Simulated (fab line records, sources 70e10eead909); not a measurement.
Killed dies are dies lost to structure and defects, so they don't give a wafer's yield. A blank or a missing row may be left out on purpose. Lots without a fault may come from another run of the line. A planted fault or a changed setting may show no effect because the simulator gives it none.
A struck lot beside a sound one | flow nand_harc | 17 steps out of a route of 1302
Sound: wafers L318.1, L318.3, L318.4. Struck: wafers L306.3, L306.6. (L306.1 of the same lot was not struck and is left out.) The cause comes at the end.
At each step with rows: each side's tool, then ch and its chambers, then its first start. Under that, the readings that differ: sound wafers | struck wafers | difference of the means | sigmas: that difference in standard deviations of wafers without a fault.
alike: readings whose means differ by less than 2 such deviations, and words and numbers that are the same on both sides. not compared: withheld readings, readings that some wafer has no value for, bounds like >300 that may hide the same value, and numbers for which the record gives no deviation and whose values overlap.
The two part at a step that has a row with sigmas, a row that says differs or no value, or rows on one side only. Numbers that don't overlap but have no deviation are shown without sigmas and don't part them. A reading that every wafer of one side lacks parts them only if that side has two wafers or more.

NHARC_A_M1_INSPECT_11:
  sound on defect_inspect-02, day 30 21:18; struck on defect_inspect-02, day 26 12:10
  alike: raw_defect_count
then, 1 step without rows for these wafers: NHARC_A_M1_DESCUM_14 (chemistry O2, time 3 s).
NHARC_A_M1_ETCH_35: etches the open film in N2/H2, target depth 40 nm, overetch 12 nm, time 43.94 s.
  sound on rie_diel-02 ch 1,2,3, day 30 21:31; struck on rie_diel-04 ch 1,2, day 26 12:19
  alike: drypump_motor_current_A, oes_product_au, rf_vpp_V, showerhead_plenum_p_Torr, throttle_valve_pct
  not compared: rf_hours_counter_h
then, 1 step without rows for these wafers: NHARC_A_M1_ETCH_15 (etches the open film in C4F8/Ar, target depth 182.5 nm, time 91.2 s).
NHARC_A_M1_CD_MEAS_16:
  sound on cd_sem-02, day 30 21:44; struck on cd_sem-01, day 26 12:33
  alike: cd_nm
NHARC_A_M1_STRIP_18: strips in N2/H2.
  sound on rie_diel-02 ch 0,2,3, day 30 21:49; struck on rie_diel-06 ch 2,3, day 26 12:40
  alike: drypump_motor_current_A, oes_product_au, power_w, rf_vpp_V, showerhead_plenum_p_Torr, throttle_valve_pct
  not compared: rf_hours_counter_h
NHARC_A_M1_ETCH_28: etches the open film in CF4/N2, target depth 30 nm, time 72.99 s.
  sound on rie_diel-02 ch 1,2,3; struck on rie_diel-06 ch 0
  alike: drypump_motor_current_A, oes_product_au, rf_vpp_V, showerhead_plenum_p_Torr, throttle_valve_pct
  not compared: rf_hours_counter_h
then, 4 steps without rows for these wafers: NHARC_A_M1_STRIP_19 (strips in post etch residue remover, time 600 s); NHARC_A_M1_DEGAS_29 (time 60 s); NHARC_A_M1_PRE_CLEAN_30 (time 30 s); NHARC_A_M1_PVD_20 (deposits TaN, target thk 5 nm, time 8.06 s).
NHARC_A_M1_PVD_21: deposits Cu, target thk 30 nm, time 20.49 s.
  sound on pvd_sputter-01; struck on pvd_sputter-03
  alike: throttle_valve_pct
NHARC_A_M1_ECD_22: material Cu, target thk 400 nm.
  sound on ecd_cu-02 ch 0,1, day 30 22:52; struck on ecd_cu-01 ch 0,1, day 26 13:41
NHARC_A_M1_ANNEAL_31: time 90 s.
  sound on rtp_anneal-01 ch 0, day 30 23:11; struck on rtp_anneal-02 ch 0, day 26 14:01
  alike: wafer_temp_C_max
NHARC_A_M1_CMP_23: polishes, t overpolish 20 s, target thk 154.34 nm.
  sound on cmp-03 ch 0,2,3, day 30 23:32; struck on cmp-03 ch 2, day 26 14:22
  reading                | sound          | struck    | difference | sigmas
  time_to_endpoint_s (s) | 23.9 28.6 27.4 | 43.8 41.3 | +15.9      | +6
  alike: motor_current_A
NHARC_A_M1_THK_MEAS_24: measures by xrf.
  sound on film_metro-02, day 30 23:51; struck on film_metro-02, day 26 14:41
  alike: thk_nm
then, 1 step without rows for these wafers: NHARC_END_SORT_01.

WHERE THEY PART
Only at NHARC_A_M1_CMP_23, within this record. Later steps at which nothing parts them and some readings are alike: NHARC_A_M1_THK_MEAS_24.

WHY: what the simulator had put in
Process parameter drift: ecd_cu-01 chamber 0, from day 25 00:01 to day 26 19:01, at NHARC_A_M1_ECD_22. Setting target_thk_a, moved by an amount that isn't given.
